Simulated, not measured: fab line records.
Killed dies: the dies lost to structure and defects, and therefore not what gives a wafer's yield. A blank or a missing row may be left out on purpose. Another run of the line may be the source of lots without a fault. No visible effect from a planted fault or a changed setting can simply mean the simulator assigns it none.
fab line records	flow n5Finfet
[record] lots = 10	wafers = 30	lastDay = 19
route steps=1938 shown BEOL_M7@1296 PASSIVATION@1936
lots that met no fault: from a run of the same line without faults
startH: hours from the record's first day to the start of the lot's first wafer shown	waitH: hours since the lot's step before	" as in the row above	L1.1+2: a row that stands for several wafers	- value missing, or start not given	* or withheld: withheld	< > ~ a bound
route shown NAME@n: names a module that has steps shown in the file, with the first one's number in the route	usual: average and standard deviation across the fault-free wafers	same: alike in all rows	chamber/n: place in a boat	sites: readings site by site	_std_site: the values' standard deviation	_edge_site: the outer-site mean with the inner-site mean subtracted	radiusMm: how far each site lies from the wafer's centre	mask NAME#n: copy n	behind: the tool/chamber that last shaped the wafer	hold: what put the lot on hold/how long, in hours/how the hold closed	device: transistor that didn't switch, given as n, p or np	end of line: tests of these same wafers at the route's end	a step with no rows: only its recipe	killed: not the wafer's yield, but the dies lost to structure and defects at the first sort	map: a wafer's dies, x killed, . not, _ none there
set.NAME: the setting the step ran with; set.NAME@STEP: the setting that earlier step ran with	model.NAME: the simulator's own value behind a step, which no gauge read
one table for each step of the route and one row for each wafer, over a sample of lots
services: from which hour (startH, from the record's first day; less than 0 if before it) a tool's chamber was out of use, for how many hours, and why
[[steps]]
[step N5_BEOL_M7_CD_MEAS_28]
[recipe] targetCdNm = 40	landingEnergyEv = 500	detector = seInlens
[usual] cdNm = 39.96/0.22
lot.wafer	tool	chamber	startH	waitH	cdNm
L436.1	cdSem-01	0	191.80	-	40.08
L436.4	"	0	"	"	40.08
L436.6	"	0	"	"	40.09
L437.2	cdSem-01	0	195.88	-	40.11
L437.4	"	0	"	"	40.14
L437.5	"	0	"	"	39.88
L439.1	cdSem-01	0	206.29	-	40.33
L439.2	"	0	"	"	40.24
L439.4	"	0	"	"	40.25
L443.3	cdSem-03	0	230.90	-	39.69
L443.4	"	0	"	"	39.75
L443.6	"	0	"	"	40.19
L446.1	cdSem-02	0	264.37	-	39.55
L446.3	"	0	"	"	39.57
L446.5	"	0	"	"	40.47
L453.1	cdSem-02	0	306.24	-	39.80
L453.2	"	0	"	"	39.70
L453.4	"	0	"	"	39.97
L455.2	cdSem-03	0	308.95	-	39.89
L455.4	"	0	"	"	40.22
L455.6	"	0	"	"	39.91
L438.2	cdSem-03	0	333.77	-	39.68
L438.3	"	0	"	"	39.55
L438.5	"	0	"	"	39.94
L457.1	cdSem-02	0	337.49	-	40.46
L457.3	"	0	"	"	40.07
L457.6	"	0	"	"	39.76
L458.1	cdSem-02	0	373.03	-	40.16
L458.3	"	0	"	"	39.82
L458.4	"	0	"	"	40.27
[step N5_BEOL_M7_OVL_MEAS_29]
[recipe] pointsPerWafer = 522
[usual] V6_OVL = -0.6/0.61
lot.wafer	tool	chamber	startH	waitH	V6_OVL[nm]
L436.1	overlay-02	0	191.83	0.0	-0.8
L436.4	"	0	"	"	-0.4
L436.6	"	0	"	"	-0.7
L437.2	overlay-02	0	195.91	0.0	-1.1
L437.4	"	0	"	"	-1.2
L437.5	"	0	"	"	-1.1
L439.1	overlay-02	0	206.32	0.0	-1.2
L439.2	"	0	"	"	-0.6
L439.4	"	0	"	"	-0.5
L443.3	overlay-02	0	230.94	0.0	-0.2
L443.4	"	0	"	"	-0.8
L443.6	"	0	"	"	-0.7
L446.1	overlay-01	0	264.40	0.0	-0.4
L446.3	"	0	"	"	-0.5
L446.5	"	0	"	"	-0.9
L453.1	overlay-01	0	306.27	0.0	0.1
L453.2	"	0	"	"	-0.5
L453.4	"	0	"	"	-1.3
L455.2	overlay-01	0	308.98	0.0	-1.0
L455.4	"	0	"	"	-0.8
L455.6	"	0	"	"	-0.8
L438.2	overlay-01	0	333.81	0.0	-1.0
L438.3	"	0	"	"	-0.7
L438.5	"	0	"	"	-1.3
L457.1	overlay-01	0	337.52	0.0	-0.7
L457.3	"	0	"	"	-0.8
L457.6	"	0	"	"	-0.7
L458.1	overlay-02	0	373.06	0.0	-2.0
L458.3	"	0	"	"	-1.2
L458.4	"	0	"	"	-0.6
[step N5_BEOL_M7_ETCH_72]
[recipe] chemistry = N2/H2	target = underlayer	targetDepthA = 65	maskMaterial = CAR-EUV	timeS = 5.2	ionEnergyEv = 200	pressureMtorr = 30	sourceW = 840	biasW = 150	n2FlowSccm = 200	h2FlowSccm = 200	ends = cleared
[usual] chamberPressureMTorr = 30.00/0.04	drypumpMotorCurrentA = 5.5/0.36	etchRfOnTimeS = 5.19/0.12	oesProductAu = 0.68/0.074	rfVppV = 524.3/2.7	showerheadPlenumPTorr = 2.57/0.089	throttleValvePct = 18.00/0.19
lot.wafer	tool	chamber	startH	waitH	chamberPressureMTorr	drypumpMotorCurrentA	etchRfOnTimeS	oesProductAu	rfHoursCounterH	rfVppV	showerheadPlenumPTorr	throttleValvePct
L436.1	rieDiel-02	2	191.96	0.0	30.00	5.7	5.11	0.64	158	527.6	2.65	17.89
L436.4	"	1	"	"	29.96	6.0	5.14	0.75	50	524.4	2.58	18.17
L436.6	"	0	"	"	29.97	5.6	5.28	0.66	-	524.1	2.57	18.03
L437.2	rieDiel-02	0	196.26	0.0	30.02	5.6	5.27	0.66	112	523.3	2.57	18.06
L437.4	"	2	"	"	29.98	5.7	5.08	0.64	160	525.8	2.65	17.89
L437.5	"	3	"	"	29.99	5.7	5.09	0.78	-	526.6	2.72	17.71
L439.1	rieDiel-04	1	206.75	0.0	29.94	5.0	5.63	0.62	154	525.4	2.64	17.88
L439.2	"	3	"	"	29.95	5.3	5.30	0.57	236	523.7	2.52	18.27
L439.4	"	2	"	"	30.05	4.9	5.14	0.78	15	523.8	2.59	17.82
L443.3	rieDiel-04	3	231.06	0.0	30.01	5.4	5.29	0.57	245	522.5	2.52	18.27
L443.4	"	2	"	"	30.04	5.0	5.01	0.78	-	526.0	2.59	17.83
L443.6	"	3	"	"	29.95	5.4	5.23	0.57	-	521.5	2.52	18.30
L446.1	rieDiel-02	0	264.53	0.0	30.02	5.6	5.32	0.65	129	525.1	2.57	18.11
L446.3	"	3	"	"	29.94	5.8	5.14	0.75	36	528.8	2.71	17.73
L446.5	"	0	"	"	29.99	5.6	5.35	0.65	-	524.3	2.57	18.09
L453.1	rieDiel-04	2	306.40	0.0	29.99	5.0	5.06	0.73	45	523.8	2.58	17.89
L453.2	"	3	"	"	29.96	5.4	5.27	0.79	10	522.4	2.51	17.93
L453.4	"	1	"	"	30.00	5.0	5.56	0.61	176	528.0	2.63	17.91
L455.2	rieDiel-04	3	309.10	0.0	30.02	5.3	5.21	0.80	12	524.3	2.51	17.93
L455.4	"	2	"	"	30.02	5.0	5.11	0.74	47	525.5	2.58	17.90
L455.6	"	0	"	"	30.03	5.5	5.21	0.60	-	524.5	2.62	17.78
L438.2	rieDiel-05	0	333.98	0.0	30.04	5.0	5.15	0.76	35	524.3	2.61	18.36
L438.3	"	2	"	"	30.04	5.7	5.27	0.60	201	521.4	2.41	18.14
L438.5	"	2	"	"	30.07	5.7	5.23	0.62	-	521.6	2.41	18.13
L457.1	rieDiel-02	1	338.00	0.0	30.04	6.1	5.21	0.70	90	524.7	2.57	18.24
L457.3	"	0	"	"	30.00	5.6	5.33	0.62	150	524.6	2.56	18.10
L457.6	"	0	"	"	29.94	5.6	5.34	0.62	-	523.4	2.56	18.14
L458.1	rieDiel-02	3	373.18	0.0	29.96	5.7	5.05	0.72	65	528.7	2.70	17.79
L458.3	"	2	"	"	30.03	5.7	5.15	0.61	211	524.1	2.63	17.97
L458.4	"	1	"	"	30.02	6.0	5.17	0.69	99	525.9	2.56	18.23
[step N5_BEOL_M7_VIA_ETCH_34]
[recipe] chemistry = C4F6/O2	target = SiCOH_lowk	targetDepthA = 1255	maskMaterial = SOC	taperDeg = 4	timeS = 50.5	ionEnergyEv = 250	pressureMtorr = 30	sourceW = 345	biasW = 185	Ar_flow_sccm = 300	C4F6_flow_sccm = 10	O2_flow_sccm = 10
[usual] chamberPressureMTorr = 30.001/0.023	drypumpMotorCurrentA = 5.5/0.36	oes_ar_750_au = 0.80/0.081	oesProductAu = 0.80/0.086	rfVppV = 670/17	runLengthS = 73.9/0.4	showerheadPlenumPTorr = 2.88/0.098	throttleValvePct = 21.05/0.15
lot.wafer	tool	chamber	startH	waitH	chamberPressureMTorr	drypumpMotorCurrentA	oes_ar_750_au	oesProductAu	rfHoursCounterH	rfVppV	runLengthS	showerheadPlenumPTorr	throttleValvePct
L436.1	rieDiel-02	2	192.10	0.0	30.029	5.7	0.74	0.76	158	695	73.2	2.96	20.94
L436.4	"	1	"	"	30.056	6.0	0.87	0.88	50	667	74.4	2.90	21.28
L436.6	"	0	"	"	29.952	5.6	0.77	0.78	-	660	74.2	2.89	21.13
L437.2	rieDiel-02	0	196.40	0.0	30.024	5.6	0.77	0.78	113	658	74.5	2.89	21.13
L437.4	"	2	"	"	29.965	5.7	0.74	0.76	160	696	73.8	2.96	20.93
L437.5	"	3	"	"	30.003	5.7	0.92	0.92	-	657	73.1	3.05	20.92
L439.1	rieDiel-04	1	206.90	0.0	29.985	5.0	0.73	0.73	154	681	73.3	2.96	21.00
L439.2	"	3	"	"	29.996	5.3	0.67	0.66	236	677	74.1	2.79	21.14
L439.4	"	2	"	"	29.976	5.0	0.91	0.92	15	682	74.0	2.92	21.07
L443.3	rieDiel-04	3	231.20	0.0	30.021	5.4	0.67	0.66	245	677	73.8	2.79	21.15
L443.4	"	2	"	"	29.998	4.9	0.88	0.90	-	682	74.2	2.92	21.10
L443.6	"	3	"	"	30.023	5.4	0.67	0.67	-	676	73.9	2.79	21.14
L446.1	rieDiel-02	0	264.67	0.0	29.951	5.5	0.76	0.76	129	659	74.1	2.88	21.13
L446.3	"	3	"	"	30.037	5.7	0.89	0.88	36	659	73.1	3.04	20.94
L446.5	"	0	"	"	30.029	5.6	0.76	0.76	-	660	74.1	2.88	21.15
L453.1	rieDiel-04	2	306.54	0.0	30.008	5.0	0.86	0.86	45	682	71.3	2.91	21.12
L453.2	"	3	"	"	30.017	5.3	0.93	0.94	10	675	74.2	2.78	20.83
L453.4	"	1	"	"	29.969	5.0	0.73	0.71	176	680	73.4	2.95	21.02
L455.2	rieDiel-04	3	309.25	0.0	30.016	5.4	0.92	0.93	12	676	74.4	2.78	20.84
L455.4	"	2	"	"	30.015	5.0	0.85	0.86	47	684	71.6	2.91	21.12
L455.6	"	0	"	"	29.983	5.4	0.71	0.71	-	686	74.1	2.94	20.80
L438.2	rieDiel-05	0	334.13	0.0	30.010	5.0	0.87	0.89	35	682	73.9	2.91	21.26
L438.3	"	2	"	"	29.985	5.7	0.73	0.71	201	634	74.4	2.68	21.06
L438.5	"	2	"	"	30.034	5.7	0.72	0.71	-	635	73.9	2.68	21.05
L457.1	rieDiel-02	1	338.15	0.0	29.975	6.1	0.83	0.83	90	665	74.6	2.88	21.35
L457.3	"	0	"	"	29.986	5.5	0.74	0.75	150	659	74.2	2.87	21.16
L457.6	"	0	"	"	29.995	5.6	0.74	0.74	-	660	74.2	2.87	21.16
L458.1	rieDiel-02	3	373.33	0.0	30.023	5.7	0.84	0.84	65	657	73.3	3.03	20.98
L458.3	"	2	"	"	29.971	5.7	0.70	0.71	212	693	73.4	2.94	21.01
L458.4	"	1	"	"	29.975	6.0	0.81	0.81	99	667	74.2	2.88	21.36
[step N5_PASSIVATION_PROBE_49]
[usual] defectLimitedYield = 91.0/1.3	killed_at_M0_to_M3 = 33/10	killed_at_M4_up = 14/5.6	killedAtContacts = 12/5.8	killedAtFrontEnd = 43/11	killedAtOther = 4.1/2.8	killedDies = 106/15	killedOpen = 70/12	killedShort = 34/7.5	sort_bin_4_leakage = 0.00/0.0099	sort_bin_5_function = 5.3/0.88	sort_bin_6_memory = 3.3/0.64	sortNPass = 1074/15	sortYieldPct = 91.0/1.3
[same] grossDies = 1180	killedAtBackSide = 0	sort_bin_8_speed[%] = 0
lot.wafer	tool	chamber	startH	waitH	defectLimitedYield[%]	killed_at_M0_to_M3	killed_at_M4_up	killedAtContacts	killedAtFrontEnd	killedAtOther	killedDies	killedOpen	killedShort	sort_bin_4_leakage[%]	sort_bin_5_function[%]	sort_bin_6_memory[%]	sortNPass	sortYieldPct[%]
L455.2	prober-02	-	380.21	0.1	91.9	40	6	13	34	2	95	61	30	0	4.9	2.5	1085	91.9
L455.4	prober-02	-	380.31	0.2	93.3	21	8	19	26	5	79	60	19	0	3.2	3.3	1101	93.3
L455.6	prober-02	-	380.41	0.3	92.2	33	6	22	31	0	92	59	30	0	4.7	2.6	1088	92.2
// killed by level:class
L455.2 MOL_CONTACT_COAG:geometricParticle:open=12 STI_FIN_REVEAL:geometricParticle:open=11 BEOL_M0_SAQP:geometricParticle:short=10 FIN_SAQP:geometricParticle:short=9 BEOL_M0_SAQP:geometricParticle:open=8 BEOL_M1:geometricParticle:open=8 BEOL_M3:geometricParticle:open=7 GATE_CUT:geometricParticle:short=3
L455.4 MOL_CONTACT_COAG:geometricParticle:open=16 BEOL_M3:geometricParticle:open=7 BEOL_M0_SAQP:geometricParticle:open=5 FIN_SAQP:geometricParticle:open=4 STI_FIN_REVEAL:geometricParticle:open=4 DUMMY_GATE:geometricParticle:open=4 BEOL_M1:geometricParticle:open=4 DUMMY_GATE:geometricParticle:short=3
L455.6 MOL_CONTACT_COAG:geometricParticle:open=18 BEOL_M0_SAQP:geometricParticle:open=10 BEOL_M0_SAQP:geometricParticle:short=6 STI_FIN_REVEAL:geometricParticle:open=5 MOL_CONTACT_COAG:geometricParticle:short=4 BEOL_M1:geometricParticle:open=4 BEOL_M3:geometricParticle:open=4 BEOL_M4:geometricParticle:open=4
[[services]]
tool	chamber	startH	hours	kind
rieDiel-02	-	180.09	1.3	repair
rieDiel-05	0	181.45	-	clean
rieDiel-05	0	181.45	-	consumableReplace:focusRing
rieDiel-05	0	181.45	24.0	scheduledDown
rieDiel-05	0	181.45	24.0	ventCycle
rieDiel-05	1	213.02	4.7	repair
rieDiel-04	1	214.95	6.7	repair
rieDiel-04	1	222.61	13.5	repair
rieDiel-05	1	230.47	5.5	repair
rieDiel-02	1	230.65	2.4	repair
rieDiel-04	3	248.14	-	clean
rieDiel-04	3	248.14	-	consumableReplace:focusRing
rieDiel-04	3	248.14	17.8	scheduledDown
rieDiel-04	3	248.14	17.8	ventCycle
rieDiel-05	3	263.47	13.5	repair
rieDiel-02	3	294.20	9.6	repair
rieDiel-04	3	330.35	22.4	repair
rieDiel-04	0	370.65	-	clean
rieDiel-04	0	370.65	-	consumableReplace:focusRing
rieDiel-04	0	370.65	17.5	scheduledDown
rieDiel-04	0	370.65	17.5	ventCycle
[[key]]
[firstSign] step = N5_BEOL_M7_VIA_ETCH_34	reading = runLengthS	direction = down	sigmas = 6.2	usual = *	struck = *
effect none on later readings
metAt N5_BEOL_M7_VIA_ETCH_34
struckLots L453,L455
struckWafers L453.1,L455.4
notActingAt N5_BEOL_M7_CD_MEAS_28,N5_BEOL_M7_OVL_MEAS_29,N5_BEOL_M7_ETCH_72
onsetBetween 231.20 306.54
[fault] kind = processParameterDrift	tool = rieDiel-04	chamber = 2	onsetH = 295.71	steps = N5_BEOL_M7_VIA_ETCH_34	channel = timeS	offset = *	shape = step	endH = 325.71	actsIn = *	stated = *
